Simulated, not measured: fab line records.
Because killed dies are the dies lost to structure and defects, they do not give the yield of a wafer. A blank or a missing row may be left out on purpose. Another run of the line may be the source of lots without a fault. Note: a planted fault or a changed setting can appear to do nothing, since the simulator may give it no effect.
Lot-split experiment + flow n5 finfet + 7 lots, 21 wafers read, on a route of 1938 steps

== ABOUT THE SPLIT ==
At N5_SD_EPI_N_PEB_07 (peb time 60 s), the setting peb temp c was moved away from the recipe's 110 C on 6 of the 21 wafers read, by -1.9% to +2.5%. All remaining wafers had this setting at the recipe value.

== FROM THE SPLIT ON TO THE READING: in between, the file shows 1 step ==
- N5_SD_EPI_N_DEVELOP_08: develop time 30 s

== THE READING ==
At N5_SD_EPI_N_CD_MEAS_09: cd nm in nanometres, against a target cd of 120 nm. Fault-free wafers of this fab line usually give 120.1 nm, standard deviation 0.49 nm.

| wafer  | tool, chamber at the split | peb temp c as run, C | against the recipe | cd nm, nm | against lot-mates on the recipe |
|--------|----------------------------|----------------------|--------------------|-----------|---------------------------------|
| L075.3 | litho track-03, 0          | 110                  | recipe             | 119.5     | -                               |
| L075.4 | litho track-03, 0          | 110                  | recipe             | 120.3     | -                               |
| L075.6 | litho track-03, 0          | 110                  | recipe             | 119.5     | -                               |
| L076.3 | litho track-04, 0          | 112.4                | +2.2%              | 125.6     | +5.1                            |
| L076.5 | litho track-04, 0          | 110                  | recipe             | 120.5     | -                               |
| L076.6 | litho track-04, 0          | 112.4                | +2.2%              | 125.7     | +5.2                            |
| L077.1 | litho track-04, 0          | 110                  | recipe             | 119.8     | -                               |
| L077.2 | litho track-04, 0          | 110                  | recipe             | 120.2     | -                               |
| L077.3 | litho track-04, 0          | 110                  | recipe             | 119.2     | -                               |
| L080.2 | litho track-01, 0          | 107.9                | -1.9%              | 115.0     | -5.8                            |
| L080.3 | litho track-01, 0          | 110                  | recipe             | 120.8     | -                               |
| L080.5 | litho track-01, 0          | 110                  | recipe             | 120.9     | -                               |
| L081.3 | litho track-01, 0          | 110                  | recipe             | 120.0     | -                               |
| L081.5 | litho track-01, 0          | 110                  | recipe             | 119.9     | -                               |
| L081.6 | litho track-01, 0          | 110                  | recipe             | 120.6     | -                               |
| L083.1 | litho track-03, 0          | 110                  | recipe             | 119.8     | -                               |
| L083.3 | litho track-03, 0          | 107.9                | -1.9%              | 114.0     | -6.2                            |
| L083.4 | litho track-03, 0          | 110                  | recipe             | 120.5     | -                               |
| L093.1 | litho track-04, 0          | 112.8                | +2.5%              | 126.7     | +6.1                            |
| L093.4 | litho track-04, 0          | 112.8                | +2.5%              | 127.0     | +6.4                            |
| L093.5 | litho track-04, 0          | 110                  | recipe             | 120.6     | -                               |

FIT RESULTS
A straight line over all 21 wafers: cd nm changes by +2.7 nm for each +1% of peb temp c; r = +0.99; the points scatter about the line by 0.51 nm.
The same after taking each lot's own level away (the mean of its wafers on the recipe; 21 wafers): +2.63 nm for each +1%; r = +0.99; scatter 0.45 nm.
Per that fit: largest peb temp c move, reading shift of 6.7 nm.
The span of the lots' own levels, 119.73 to 120.85 nm, comes to 2.3 times the standard deviation stated above.
So the lot-to-lot level changes the slope little: the two slopes agree.
Check: +6.62 nm against its lot-mates is what the line predicts for one of the wafers moved furthest among these (+2.5%) when that wafer is left out of the fit. It came out at +6.1 nm against them.

== OTHER SPLITS ON THESE WAFERS ==
Other splits were also applied to these wafers ahead of the reading. Each is held against what the fit with the lots' levels taken away leaves over:
| other split on the same wafers | wafers away from the commonest value | r with cd nm (lot level and that fit taken away) |
|--------------------------------|--------------------------------------|--------------------------------------------------|
| N5_FIN_CUT_EXPOSE_05 dose mj   | 6                                    | +0.08                                            |

== THE WHOLE CHAIN: every reading that the file lists as answering this split, in the file's order ==
| step                   | what it does                                     | reading                                                         | change (the file's fit)              | r (the file's) |
|------------------------|--------------------------------------------------|-----------------------------------------------------------------|--------------------------------------|----------------|
| N5_SD_EPI_N_CD_MEAS_09 | target cd 120 nm                                 | cd nm                                                           | +2.71 nm for each +1% of the setting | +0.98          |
| N5_SD_EPI_N_DESCUM_14  | chemistry O2, time 7.9 s                         | SD_EPI_N.cd nm (the simulator's own value, which no gauge read) | +2.83 nm for each +1% of the setting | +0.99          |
| N5_SD_EPI_N_ETCH_35    | etches SOC in N2/H2, overetch 108 nm, time 486 s | SD_EPI_N.cd nm (the simulator's own value, which no gauge read) | +3.1 nm for each +1% of the setting  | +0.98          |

== THE FILE'S OWN FIT ==
cd nm changes by +2.71 nm for each +1% of peb temp c, r = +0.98.
